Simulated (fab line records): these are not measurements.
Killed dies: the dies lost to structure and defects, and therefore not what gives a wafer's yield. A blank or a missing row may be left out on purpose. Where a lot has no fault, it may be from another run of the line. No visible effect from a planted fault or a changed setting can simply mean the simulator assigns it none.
Chamber matching | flow n5_finfet | rie_diel-02 running N5_FIN_CUT_DESCUM_13: 4 sister chambers
The step chemistry O2, time 7 s. 14 wafers are shown with their chamber, then 7 later ones without.

## EACH WAFER AND ITS CHAMBER
wafer  | chamber | showerhead_plenum_p_Torr (Torr) | oes_product_au (a.u.) | rf_vpp_V (V)
L074.2 | 2       | 2.10                            | 0.80                  | 244.0
L074.4 | 3       | 2.15                            | 0.89                  | 242.7
L074.5 | 2       | 2.10                            | 0.80                  | 243.7
L076.2 | 2       | 2.10                            | 0.80                  | 243.0
L076.5 | 1       | 2.02                            | 0.80                  | 241.9
L076.6 | 2       | 2.10                            | 0.79                  | 242.2
L079.1 | 2       | 2.10                            | 0.79                  | 244.1
L079.2 | 0       | 2.16                            | 0.68                  | 244.8
L079.3 | 1       | 2.02                            | 0.80                  | 241.9
L084.1 | 0       | 2.16                            | 0.68                  | 243.2
L084.2 | 2       | 2.10                            | 0.77                  | 244.6
L084.3 | 1       | 2.02                            | 0.79                  | 241.9
L086.1 | 0       | 2.16                            | 0.68                  | 244.2
L086.3 | 3       | 2.14                            | 0.85                  | 244.4

SIGNATURES (means of the wafers above)
reading                  | chamber 0 | chamber 1 | chamber 2 | chamber 3 | scatter within a chamber
showerhead_plenum_p_Torr | 2.1600    | 2.0200    | 2.1000    | 2.1450    | 0.00224
oes_product_au           | 0.6800    | 0.7967    | 0.7917    | 0.8700    | 0.0124
rf_vpp_V                 | 244.067   | 241.900   | 243.600   | 243.550   | 0.806
Rule: for each reading, subtract the chamber's mean from the wafer's reading, divide by that reading's scatter and square the result; add these up over the readings and take the root, which gives the wafer's distance from the chamber. The wafer belongs to the nearest chamber; if the next one is less than 2 further off, it can't be placed. The scatter: take each reading less its chamber's mean, square it, sum over the shown wafers, divide by the number of wafers less the number of chambers, and take the root.

## WAFERS WITH NO CHAMBER GIVEN
wafer  | showerhead_plenum_p_Torr (Torr) | oes_product_au (a.u.) | rf_vpp_V (V)
L086.5 | 2.02                            | 0.79                  | 242.4
L087.3 | 2.14                            | 0.84                  | 243.8
L087.4 | 2.02                            | 0.78                  | 240.1
L087.5 | 2.14                            | 0.84                  | 243.0
L090.1 | 2.14                            | 0.85                  | 242.7
L090.2 | 2.01                            | 0.78                  | 241.9
L090.3 | 2.16                            | 0.67                  | 242.8

## WHICH CHAMBER EACH ONE RAN IN
wafer  | from the rows above | in truth
L086.5 | 1                   | 1
L087.3 | 3                   | 3
L087.4 | 1                   | 1
L087.5 | 3                   | 3
L090.1 | 3                   | 3
L090.2 | 1                   | 1
L090.3 | 0                   | 0
Placed correctly: 7 of 7. Left unplaced by these rows: 0. Placed wrongly: 0.
